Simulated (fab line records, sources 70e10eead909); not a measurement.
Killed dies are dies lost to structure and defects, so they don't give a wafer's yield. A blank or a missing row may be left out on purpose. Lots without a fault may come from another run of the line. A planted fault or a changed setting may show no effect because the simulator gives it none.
A struck lot beside a sound one | flow nand_harc | 21 steps out of a route of 1159
Sound: wafers L415.2, L415.3, L415.6. Struck: wafers L413.3, L413.4, L413.5. The cause comes at the end.
At each step with rows: each side's tool, then ch and its chambers, then its first start. Under that, the readings that differ: sound wafers | struck wafers | difference of the means | sigmas: that difference in standard deviations of wafers without a fault.
alike: readings whose means differ by less than 2 such deviations, and words and numbers that are the same on both sides. not compared: withheld readings, readings that some wafer has no value for, bounds like >300 that may hide the same value, and numbers for which the record gives no deviation and whose values overlap.
The two part at a step that has a row with sigmas, a row that says differs or no value, or rows on one side only. Numbers that don't overlap but have no deviation are shown without sigmas and don't part them. A reading that every wafer of one side lacks parts them only if that side has two wafers or more.

NHARC_P_CONTACT_CMP_24: polishes, t overpolish 30 s, target thk 200 nm.
  sound on cmp-04 ch 1,2, day 9 18:27; struck on cmp-02 ch 0,3, day 9 00:13
  alike: motor_current_A, overpolish_run_s, time_to_endpoint_s
then, 1 step without rows for these wafers: NHARC_P_CONTACT_SRD_26.
NHARC_P_CONTACT_INSPECT_27:
  sound on defect_inspect-02, day 9 18:52; struck on defect_inspect-01, day 9 00:36
  alike: raw_defect_count
then, 8 steps without rows for these wafers: NHARC_P_M0_DEP_00 (deposits SiOC, target thk 150 nm); NHARC_P_M0_DEHYDRATE_01 (time 120 s); NHARC_P_M0_HMDS_02 (time 30 s); NHARC_P_M0_COAT_33 (time 65 s); NHARC_P_M0_COAT_03 (resist thk 90 nm); NHARC_P_M0_SOFTBAKE_04 (time 55 s); NHARC_P_M0_EBR_05; NHARC_P_M0_EXPOSE_06 (exposes mask P M0, target cd 90 nm).
NHARC_P_M0_PEB_07: peb time 65 s.
  sound on litho_track-06 ch 0, day 9 19:41; struck on litho_track-04 ch 0, day 9 01:26
  reading                  | sound                | struck            | difference | sigmas
  heater_power_total_W (W) | 156.5 156.5 157.0    | 152.5 152.5 153.0 | -4.0       | -10
  plate_temp_C (C)         | 100.09 100.18 100.07 | 98.04 97.94 98.07 | -2.10      | -16
then, 1 step without rows for these wafers: NHARC_P_M0_DEVELOP_08 (develop time 35 s).
NHARC_P_M0_CD_MEAS_09: target cd 90 nm.
  sound on cd_sem-03 ch 0, day 9 19:46; struck on cd_sem-02 ch 0, day 9 01:31
  reading    | sound          | struck         | difference | sigmas
  cd_nm (nm) | 90.2 89.9 89.7 | 82.2 82.3 83.1 | -7.4       | -12
NHARC_P_M0_OVL_MEAS_10: pitch 180 nm.
  sound on overlay-01, day 9 19:51; struck on overlay-01, day 9 01:37
  alike: overlay_x_nm, overlay_y_nm
NHARC_P_M0_INSPECT_11:
  sound on defect_inspect-01, day 9 19:53; struck on defect_inspect-01, day 9 01:38
  alike: raw_defect_count
NHARC_P_M0_DESCUM_14: chemistry O2, time 3 s.
  sound on rie_diel-03 ch 2,3, day 9 19:57; struck on rie_diel-03 ch 1,2,3, day 9 01:42
  reading               | sound             | struck         | difference | sigmas
  model.P_M0.cd_nm (nm) | 89.66 90.01 89.66 | 82.85 82 82.63 | -7.28      |
  alike: chamber_pressure_mTorr, drypump_motor_current_A, oes_product_au, rf_vpp_V, showerhead_plenum_p_Torr, throttle_valve_pct
  not compared: rf_hours_counter_h
NHARC_P_M0_ETCH_34: etches the open film in N2/H2, target depth 40 nm, overetch 12 nm, time 43.94 s.
  sound on rie_diel-03 ch 0,3, day 9 20:02; struck on rie_diel-03 ch 0,1, day 9 01:47
  reading                        | sound             | struck            | difference | sigmas
  chamber_pressure_mTorr (mTorr) | 29.99 29.98 29.97 | 30.03 30.08 30.02 | +0.06      | +2
  alike: drypump_motor_current_A, oes_product_au, rf_vpp_V, showerhead_plenum_p_Torr, throttle_valve_pct
  not compared: rf_hours_counter_h
NHARC_P_M0_ETCH_15: etches the open film in C4F8/Ar, target depth 150 nm, overetch 15 nm, time 82.5 s.
  sound on rie_diel-03 ch 0,3; struck on rie_diel-03 ch 0,1,3
  reading               | sound             | struck           | difference | sigmas
  model.P_M0.cd_nm (nm) | 89.83 90.07 89.88 | 82.62 82.32 82.6 | -7.41      |
  alike: chamber_pressure_mTorr, oes_product_au, rf_vpp_V
  not compared: rf_hours_counter_h
NHARC_P_M0_CD_MEAS_16:
  sound on cd_sem-02, day 9 20:15; struck on cd_sem-02, day 9 02:28
  reading    | sound          | struck         | difference | sigmas
  cd_nm (nm) | 89.6 90.3 89.9 | 83.0 82.5 82.5 | -7.3       | -9
-- the record jumps here: 13 days lie between the struck wafers' starts before and after (it left off in module P_M0 and takes up again in module END, whose first step shown is number 1159 of the route) --
NHARC_END_SORT_01:
  the record has rows for the struck wafers here (prober-02 ch 0, day 22 02:58) and none for the sound ones

WHERE THEY PART
First at NHARC_P_M0_PEB_07; last, within this record, at NHARC_END_SORT_01.

WHY: what the simulator had put in
Process parameter drift: litho_track-04, from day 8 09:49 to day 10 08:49, at NHARC_P_M0_PEB_07. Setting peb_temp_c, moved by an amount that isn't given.
